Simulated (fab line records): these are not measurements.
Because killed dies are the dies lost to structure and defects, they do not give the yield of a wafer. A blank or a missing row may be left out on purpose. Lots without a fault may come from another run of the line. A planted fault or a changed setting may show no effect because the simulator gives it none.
Chamber matching	flow nand-harc	3 sister chambers for NHARC_A_STAIRCASE_DEP_322 on pecvd-04
The step deposits SiO2, target thk 7200 nm. 3 wafers are shown with their chamber, then 7 later ones without.

WAFERS PAIRED WITH THEIR CHAMBERS
wafer	chamber	heater-power-outer-w (W)
L087.1	2	467
L088.1	0	379
L088.3	1	370

WAFERS MISSING THEIR CHAMBER
wafer	heater-power-outer-w (W)
L088.4	392
L090.2	362
L090.3	344
L090.6	398
L096.2	394
L096.3	300
L096.5	290

CHAMBER TAKEN BY EACH
wafer	from the rows above	in truth
L088.4	can't be placed: 0 or 1 or 2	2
L090.2	can't be placed: 1 or 0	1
L090.3	can't be placed: 1 or 0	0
L090.6	can't be placed: 0 or 1 or 2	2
L096.2	can't be placed: 0 or 1 or 2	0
L096.3	can't be placed: 1 or 0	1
L096.5	can't be placed: 1 or 0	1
0 of 7 placed correctly. These rows do not allow placing 7 (true chamber among the candidates in 7). Number placed wrongly: 0.
How it was worked out, from the rows above alone: a wafer's distance from a chamber is the root of the sum, over the readings, of the square of ((its reading less the chamber's mean) divided by the reading's scatter). If the next closest chamber is less than 2 further off than the closest, the wafer can't be placed; otherwise it belongs to the closest. A chamber's mean is the mean of its shown wafers. The scatter (one wafer shown for each chamber): square how far every hidden wafer sits from the nearest shown wafer, average those squares and take the square root.
